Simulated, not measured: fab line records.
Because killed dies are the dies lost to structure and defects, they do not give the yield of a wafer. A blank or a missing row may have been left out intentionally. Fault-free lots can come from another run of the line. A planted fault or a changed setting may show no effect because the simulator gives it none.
Which tool did it? | flow n5-finfet | route of 1938 steps, sampled at 1 step: 24 lots, 72 wafers

== WHAT THE GAUGES SHOWED, per wafer ==
N5_BEOL_M1_OVL_MEAS_12. Usual: M1_OVL typically reads -0.1 nm, with standard deviation 0.73.
lot  | measured     | on         | M1_OVL (nm)    | flag
L074 | day 6 01:22  | overlay-01 | -0.3 -0.4 -0.6 |
L075 | day 6 08:39  | overlay-01 | -0.8 -0.4 -0.1 |
L076 | day 6 15:06  | overlay-01 | -0.2 0.7 0.2   |
L077 | day 6 21:50  | overlay-02 | 0.8 -0.3 1.1   |
L078 | day 7 03:33  | overlay-01 | -0.6 0.2 0.8   |
L079 | day 7 08:21  | overlay-02 | -0.6 -0.5 -0.2 |
L080 | day 7 08:23  | overlay-01 | 0.7 0.2 -1.2   |
L081 | day 7 23:40  | overlay-02 | -0.6 -0.2 -0.1 |
L082 | day 8 03:42  | overlay-01 | -0.3 -1.8 -1.5 |
L083 | day 8 10:43  | overlay-02 | -0.1 0.9 0.8   |
L084 | day 8 14:25  | overlay-02 | -1.2 0.1 -0.6  |
L085 | day 8 20:20  | overlay-02 | 0.4 0.6 0.0    |
L086 | day 9 00:25  | overlay-01 | -2.1 -0.9 -1.1 |
L087 | day 9 04:28  | overlay-02 | 0.7 1.8 0.2    |
L088 | day 9 15:26  | overlay-02 | -0.7 0.6 0.1   |
L089 | day 9 20:23  | overlay-02 | -0.3 0.3 0.7   |
L090 | day 10 02:41 | overlay-01 | -0.3 0.5 0.2   |
L091 | day 10 06:12 | overlay-01 | -1.0 -0.9 -1.1 |
L092 | day 10 12:55 | overlay-02 | 0.4 -0.4 -0.1  |
L093 | day 10 20:04 | overlay-02 | -1.0 0.0 -0.5  |
L094 | day 11 05:34 | overlay-01 | -0.3 0.0 -0.7  |
L095 | day 11 12:19 | overlay-02 | -0.6 -0.4 -0.3 |
L097 | day 11 17:40 | overlay-01 | 1.0 1.4 0.4    |
L096 | day 11 23:23 | overlay-02 | 1.3 0.1 0.4    |

== WHAT TOOL EACH LOT RAN ON (gives the tool, then ch and the chambers of the sampled wafers, and finally the start) ==
There is no process step in the record ahead of these readings.

== WHAT THE TOOLS THEMSELVES READ (means of the sampled wafers that have a number; where no wafer has one, the mark that the record gives instead) ==
The record holds no such reading with a usual standard deviation.

== THE ANSWER, worked out from the rows above alone ==
Rule: lot off if the mean of its wafers having a number is beyond 3 standard deviations from the usual mean. Also off: a lot with no number at a reading for which 4 or more lots have one. Where the step has rows for the other lots, those lots are counted as sound. The gauges are gone through in route order, then the tools' own readings, and for those a lot's mean is taken as printed above. At the first step where some lot is off, the reading lying furthest off is the one used; lots without a number count as furthest.
No lot is off at any reading shown: from this, nothing can be told.

== WHAT THE SIMULATOR HAD PUT IN ==
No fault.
